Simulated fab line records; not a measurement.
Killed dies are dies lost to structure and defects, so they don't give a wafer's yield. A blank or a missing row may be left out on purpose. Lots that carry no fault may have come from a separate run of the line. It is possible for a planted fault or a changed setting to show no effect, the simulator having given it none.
Which tool was responsible? + flow nand-harc + 6 lots, 18 wafers sampled, at 4 steps of a route of 1302

## WHAT EACH GAUGE READ, for each wafer
NHARC_A_ONON_D1_THK_MEAS_18: measures by ellipsometry.
| lot  | measured     | on            | thk-nm (nm)    |
|------|--------------|---------------|----------------|
| L192 | day 8 17:33  | film-metro-01 | 1010 1008 1007 |
| L194 | day 9 20:10  | film-metro-02 | 1006 1006 1004 |
| L197 | day 11 07:25 | film-metro-01 | 998 997 998    |
| L199 | day 12 03:32 | film-metro-02 | 1013 1012 1013 |
| L202 | day 13 01:52 | film-metro-02 | 996 1000 1000  |
| L209 | day 15 22:05 | film-metro-01 | 606 986 607    |

## EACH LOT AND THE TOOL THAT RAN IT (in order: tool; ch and the chambers of the sampled wafers; start)
| lot  | NHARC_P_BONDPAD_ACTIVATE_29        | NHARC_A_ZERO_WELL_RTA_16         | NHARC_A_ONON_D1_DEP_16           |
|------|------------------------------------|----------------------------------|----------------------------------|
| L192 | rie-diel-04 ch 0,3, day 7 09:14    | rtp-anneal-01 ch 0, day 7 11:43  | pecvd-onon-04 ch 0, day 8 17:09  |
| L194 | rie-diel-01 ch 1,2, day 8 09:14    | rtp-anneal-02 ch 0, day 8 11:49  | pecvd-onon-03 ch 0, day 9 19:47  |
| L197 | rie-diel-05 ch 0,1,3, day 9 17:34  | rtp-anneal-02 ch 0, day 9 20:00  | pecvd-onon-03 ch 0, day 11 06:58 |
| L199 | rie-diel-01 ch 0,1,3, day 10 18:19 | rtp-anneal-02 ch 0, day 10 20:52 | pecvd-onon-03 ch 0, day 12 03:04 |
| L202 | rie-diel-04 ch 0,1, day 11 15:46   | rtp-anneal-01 ch 0, day 11 18:26 | pecvd-onon-02 ch 0, day 13 01:31 |
| L209 | rie-diel-05 ch 2,3, day 14 12:30   | rtp-anneal-02 ch 0, day 14 15:01 | pecvd-onon-03 ch 0, day 15 21:35 |
- NHARC_P_BONDPAD_ACTIVATE_29: chemistry N2, time 60 s.
- NHARC_A_ZERO_WELL_RTA_16: time 10 s.
- NHARC_A_ONON_D1_DEP_16: target thk 1000 nm.

## THE ANSWER, worked out from the rows above alone
Rule: the usual values come from the lots themselves. Put in order of their means at a reading, lots are off if they are a third of the lots or fewer, leave a main group of 4 or more, and stand apart from it by a gap of 3 or more times the standard deviation of the main group's means; of several such gaps the widest counts. If all means in a main group match to the digits the tables above print for the reading, that group is not used. A lot without any number at a reading at which 4 lots or more have one is off too. Where the step has rows for the other lots, those lots are counted as sound.
Off: L209, at NHARC_A_ONON_D1_THK_MEAS_18 (thk-nm). For the main group the mean is 1005 nm and the standard deviation 5.7.
If a tool, at a process step before that reading, ran all the lots that are off and no sound lot after the first of them, it fits. Gauges at NHARC_A_ONON_D1_THK_MEAS_18: tried the same way as those tools. Can't be told from this: 4 tools fit, rie-diel-05 at NHARC_P_BONDPAD_ACTIVATE_29, rtp-anneal-02 at NHARC_A_ZERO_WELL_RTA_16, pecvd-onon-03 at NHARC_A_ONON_D1_DEP_16, film-metro-01 at NHARC_A_ONON_D1_THK_MEAS_18.

## WHAT WAS PUT IN BY THE SIMULATOR
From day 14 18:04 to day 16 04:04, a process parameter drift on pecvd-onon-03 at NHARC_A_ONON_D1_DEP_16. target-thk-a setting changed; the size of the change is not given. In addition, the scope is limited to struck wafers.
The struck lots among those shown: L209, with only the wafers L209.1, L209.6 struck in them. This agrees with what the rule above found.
